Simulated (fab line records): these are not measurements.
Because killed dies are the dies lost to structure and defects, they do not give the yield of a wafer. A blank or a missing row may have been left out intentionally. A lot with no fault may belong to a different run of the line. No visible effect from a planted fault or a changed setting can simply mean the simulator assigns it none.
One fault seen from 3 desks -- flow n5_finfet -- only its own numbers are on each desk; what lay behind them is given at the end

AT THE METROLOGY DESK
Lot by lot, what the gauges showed, no matter which tool ran the lot: averages of those sampled wafers that carry a number. If a lot's mean is further than 4 standard deviations from the usual mean, the lot is out of limits and carries the mark OUT (the distance appears in the brackets).
Columns: A = cd_nm at N5_SD_EPI_P_CD_MEAS_09, usual 239.2 nm; B = SD_P_BLK_OVL at N5_SD_EPI_P_OVL_MEAS_10, usual 0.2 nm
lot,first seen here,A,B
L685,day 3 07:17,240.5,-0.1
L692,day 5 03:55,238.0,-0.5
L696,day 6 08:23,240.2,-0.6
L702,day 7 09:42,239.8,0.0
L704,day 7 23:38,238.4,0.8
L707,day 8 21:42,239.1,0.2
This desk found nothing out of limits on any of the 6 lots.

THE DEFECT DESK
Inspection counts along the route, by lot: the mean over sampled wafers that carry a number. If a lot's mean is further than 4 standard deviations from the usual mean, the lot is out of limits and carries the mark OUT (the distance appears in the brackets).
Columns: A = raw_defect_count at N5_SD_EPI_P_INSPECT_11, usual 2.0
lot,first seen here,A
L685,day 3 07:20,1.7
L692,day 5 03:58,2.0
L696,day 6 08:26,2.3
L702,day 7 09:45,2.3
L704,day 7 23:42,1.3
L707,day 8 21:45,2.3
This desk found nothing out of limits on any of the 6 lots.

AT THE TOOL OWNER'S DESK: rie_si-04
The tool's own readings at N5_SD_EPI_P_SD_RECESS_17 (chemistry HBr/Cl2/O2, target depth 39.1 nm, bt time 3 s): means of the sampled wafers that have a number, for each lot that ran on this tool. If a lot's mean is further than 4 standard deviations from the usual mean, the lot is out of limits and carries the mark OUT (the distance appears in the brackets).
Columns: A = drypump_motor_current_A at N5_SD_EPI_P_SD_RECESS_17, usual 5.7 A; B = oes_product_au at N5_SD_EPI_P_SD_RECESS_17, usual 0.987 a.u.; C = rf_fwd_power_W at N5_SD_EPI_P_SD_RECESS_17, usual 794.3 W; D = throttle_valve_pct at N5_SD_EPI_P_SD_RECESS_17, usual 37.2 %
lot,first seen here,A,B,C,D
L692,day 5 04:41,5.5,0.973,793.2,36.9
L696,day 6 09:15,5.6,0.983,793.3,37.1
L702,day 7 10:41,5.8,0.985,796.4,37.1
This desk found nothing out of limits on any of the 3 lots.

PUT TOGETHER
Metrology desk: nothing out of limits seen.
Nothing the defect desk looked at was out of limits.
The tool owner's desk saw nothing out of limits.

WHAT THE SIMULATOR HAD PUT IN
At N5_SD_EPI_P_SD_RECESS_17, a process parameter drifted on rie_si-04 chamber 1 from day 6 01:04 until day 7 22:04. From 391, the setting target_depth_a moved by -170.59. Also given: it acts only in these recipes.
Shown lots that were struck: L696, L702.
